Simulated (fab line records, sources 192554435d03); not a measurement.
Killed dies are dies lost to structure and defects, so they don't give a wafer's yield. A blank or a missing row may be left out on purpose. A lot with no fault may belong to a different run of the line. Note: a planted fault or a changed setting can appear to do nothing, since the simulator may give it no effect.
Chamber matching + flow n5Finfet + 3 sister chambers for N5_GATE_CUT_PECVD_57 on pecvd-03
The step deposits SiNx from SiH4/NH3/N2, target thk 21 nm. 20 wafers are shown with their chamber, then 10 later ones without.

## WAFERS PAIRED WITH THEIR CHAMBERS
| wafer  | chamber | throttleValvePct (%) | showerheadPlenumPTorr (Torr) | heaterPowerW (W) |
|--------|---------|----------------------|------------------------------|------------------|
| L076.1 | 1       | 41.8                 | 5.10                         | 661              |
| L076.4 | 0       | 40.2                 | 5.12                         | 832              |
| L076.5 | 1       | 41.8                 | 5.09                         | 649              |
| L080.1 | 0       | 39.8                 | 5.11                         | 891              |
| L080.4 | 0       | 39.9                 | 5.12                         | 914              |
| L080.6 | 1       | 41.4                 | 5.08                         | 720              |
| L084.1 | 2       | 35.3                 | 5.21                         | 718              |
| L084.4 | 2       | 35.6                 | 5.19                         | 715              |
| L084.6 | 0       | 40.4                 | 5.13                         | 807              |
| L087.1 | 1       | 41.7                 | 5.09                         | 702              |
| L087.2 | 0       | 40.2                 | 5.12                         | 932              |
| L087.5 | 0       | 40.4                 | 5.14                         | 916              |
| L088.1 | 2       | 35.6                 | 5.20                         | 690              |
| L088.3 | 0       | 40.2                 | 5.12                         | 814              |
| L088.6 | 2       | 35.7                 | 5.20                         | 681              |
| L089.2 | 2       | 35.7                 | 5.20                         | 758              |
| L089.3 | 0       | 40.3                 | 5.12                         | 892              |
| L089.6 | 1       | 41.9                 | 5.09                         | 676              |
| L091.1 | 1       | 41.6                 | 5.09                         | 686              |
| L091.2 | 0       | 40.2                 | 5.11                         | 796              |

SIGNATURES (averages over the wafers above)
| reading               | chamber 0 | chamber 1 | chamber 2 | scatter within a chamber |
|-----------------------|-----------|-----------|-----------|--------------------------|
| throttleValvePct      | 40.178    | 41.700    | 35.580    | 0.188                    |
| showerheadPlenumPTorr | 5.1211    | 5.0900    | 5.2000    | 0.008                    |
| heaterPowerW          | 866.00    | 682.33    | 712.40    | 41.8                     |
Rule: distance of a wafer from a chamber = root of the sum over the readings of ((wafer's reading minus chamber's mean) / reading's scatter) squared. The wafer belongs to the nearest chamber; if the next one is less than 2 further off, it can't be placed. The scatter: the root of (the sum of the squares of (reading less its chamber's mean) over the shown wafers, divided by (wafers less chambers)).

## WAFERS MISSING THEIR CHAMBER
| wafer  | throttleValvePct (%) | showerheadPlenumPTorr (Torr) | heaterPowerW (W) |
|--------|----------------------|------------------------------|------------------|
| L091.6 | 41.8                 | 5.08                         | 669              |
| L092.1 | 41.6                 | 5.07                         | 710              |
| L092.2 | 35.9                 | 5.21                         | 729              |
| L092.6 | 41.6                 | 5.08                         | 711              |
| L093.1 | 41.9                 | 5.10                         | 695              |
| L093.4 | 41.7                 | 5.08                         | 718              |
| L093.6 | 40.5                 | 5.12                         | 799              |
| L095.2 | 40.5                 | 5.11                         | 873              |
| L095.5 | 41.6                 | 5.08                         | 668              |
| L095.6 | 35.6                 | 5.22                         | 666              |

## CHAMBER TAKEN BY EACH
| wafer  | from the rows above | in truth |
|--------|---------------------|----------|
| L091.6 | 1                   | 1        |
| L092.1 | 1                   | 1        |
| L092.2 | 2                   | 2        |
| L092.6 | 1                   | 1        |
| L093.1 | 1                   | 1        |
| L093.4 | 1                   | 1        |
| L093.6 | 0                   | 0        |
| L095.2 | 0                   | 0        |
| L095.5 | 1                   | 1        |
| L095.6 | 2                   | 2        |
Correctly placed: 10 of 10. Not placeable from these rows: 0. Placed wrongly: 0.
